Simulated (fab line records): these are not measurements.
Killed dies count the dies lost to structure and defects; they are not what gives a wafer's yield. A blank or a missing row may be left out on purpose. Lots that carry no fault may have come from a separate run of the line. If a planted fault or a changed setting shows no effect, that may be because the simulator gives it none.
Chamber matching | flow nand harc | cmp-01 running NHARC_A_STAIRCASE_CMP_450: 4 sister chambers
The step polishes SiO2, target thk 200 nm. 8 wafers are shown with their chamber, then 8 later ones without.

== EACH WAFER AND ITS CHAMBER ==
wafer  | chamber | motor current A (A) | retaining ring pressure frac
L289.6 | 3       | 11.9                | 1.007
L296.2 | 2       | 13.2                | 0.999
L298.4 | 0       | 13.2                | 1.004
L298.5 | 3       | 11.5                | 1.005
L306.3 | 0       | 13.6                | 1.007
L306.5 | 2       | 14.3                | 0.998
L306.6 | 1       | 14.1                | 1.002
L308.4 | 1       | 13.2                | 0.997

== WAFERS WHOSE CHAMBER IS MISSING ==
wafer  | motor current A (A) | retaining ring pressure frac
L308.5 | 11.6                | 1.000
L308.6 | 13.9                | 1.000
L307.1 | 12.9                | 0.989
L307.3 | 11.5                | 1.007
L307.4 | 13.4                | 1.001
L309.1 | 11.4                | 1.001
L309.4 | 12.4                | 1.012
L309.6 | 11.7                | 0.998

== EACH ONE'S CHAMBER ==
wafer  | from the rows above               | in truth
L308.5 | can't be placed: 3 or 1 or 2 or 0 | 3
L308.6 | can't be placed: 1 or 2           | 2
L307.1 | can't be placed: 2 or 1           | 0
L307.3 | 3                                 | 3
L307.4 | can't be placed: 1 or 2 or 0      | 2
L309.1 | can't be placed: 3 or 1 or 0      | 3
L309.4 | can't be placed: 3 or 0           | 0
L309.6 | can't be placed: 3 or 1 or 2 or 0 | 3
1 of 8 placed correctly. Unplaceable from these rows: 7, with the true chamber sitting among the candidates in 6. Wrongly placed: 0.
How it was worked out, from the rows above alone: a wafer's distance from a chamber is the root of the sum, over the readings, of the square of ((its reading less the chamber's mean) divided by the reading's scatter). If the next closest chamber is less than 2 further off than the closest, the wafer can't be placed; otherwise it belongs to the closest. A chamber's mean is the mean of its shown wafers. How the scatter is found: for the shown wafers, subtract from each reading the mean of its chamber, square and add these, divide the total by (wafers less chambers), then take the root.
